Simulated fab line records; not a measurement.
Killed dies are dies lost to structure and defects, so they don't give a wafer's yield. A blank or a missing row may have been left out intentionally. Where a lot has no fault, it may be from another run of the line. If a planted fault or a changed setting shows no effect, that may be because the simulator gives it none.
One fault seen from 2 desks / flow n5-finfet / each desk holds nothing but its own numbers, with what lay behind them at the end

## METROLOGY DESK
Lot by lot, what the gauges showed, no matter which tool ran the lot: averages of those sampled wafers that carry a number. A lot is out of limits, marked OUT, if its mean lies more than 4 standard deviations from the usual mean; the brackets give that distance. It has 10 readings; the 7 that lie furthest out on some lot are the ones shown.
Columns: A = DIBL_N at N5_BEOL_M4_RC_MEAS_101, usual 36.4 mV/V; B = DIBL_P at N5_BEOL_M4_RC_MEAS_101, usual 36.4 mV/V; C = IOFF_P at N5_BEOL_M4_RC_MEAS_101, usual 0.21 nA/um; D = ION_N at N5_BEOL_M4_RC_MEAS_101, usual 680 uA/um; E = ION_P at N5_BEOL_M4_RC_MEAS_101, usual 465 uA/um; F = SS_N at N5_BEOL_M4_RC_MEAS_101, usual 71.5 mV/dec; G = VT_P at N5_BEOL_M4_RC_MEAS_101, usual -250 mV
lot=L490; first seen here=day 9 22:53; A=36.2; B=36.2; C=0.20; D=683; E=465; F=71.3; G=-254
lot=L493; first seen here=day 10 17:14; A=36.2; B=37.1; C=0.19; D=674; E=461; F=71.1; G=-251
lot=L501; first seen here=day 13 08:54; A=37.6; B=35.0; C=0.22; D=682; E=466; F=71.7; G=-251
lot=L505; first seen here=day 13 21:28; A=36.9; B=36.3; C=0.23; D=676; E=465; F=71.5; G=-248
This desk's verdict: no lot among the 4 shows anything out of limits.

## FOR THE TOOL OWNER'S DESK: litho-track-02
The tool's own readings at N5_BEOL_M0_SAQP_COAT_34 (resist thk 30 nm): means of the sampled wafers that have a number, for each lot that ran on this tool. A lot is out of limits, marked OUT, if its mean lies more than 4 standard deviations from the usual mean; the brackets give that distance.
Columns: A = dispense-pressure-kPa at N5_BEOL_M0_SAQP_COAT_34, usual 52 kPa; B = spin-speed-rpm at N5_BEOL_M0_SAQP_COAT_34, usual 1500.1 rpm
lot=L490; first seen here=day 7 15:22; A=58; B=1427.0 (-84) OUT
lot=L493; first seen here=day 8 07:55; A=58; B=1427.3 (-84) OUT
lot=L505; first seen here=day 11 10:38; A=58; B=1499.5
Finding of this desk: L490, L493 out of limits; the first was L490 at day 7 15:22, on spin-speed-rpm at N5_BEOL_M0_SAQP_COAT_34. L505 stayed within limits.

## PUT TOGETHER
The tool owner's desk had the chance to raise an alarm at day 7 15:22 on L490, L493.
At the metrology desk, nothing out of limits was observed.
The metrology desk holds a record of L490, L493, inside its limits.
Every lot named ran N5_BEOL_M0_SAQP_COAT_34 on litho-track-02.

## WHAT HAD BEEN PUT IN BY THE SIMULATOR
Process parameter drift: litho-track-02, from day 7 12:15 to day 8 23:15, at N5_BEOL_M0_SAQP_COAT_34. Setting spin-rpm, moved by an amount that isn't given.
Struck lots among those shown: L490, L493.
Hours from the fault's start to each desk's first reading out of limits: the tool owner's desk, 3.
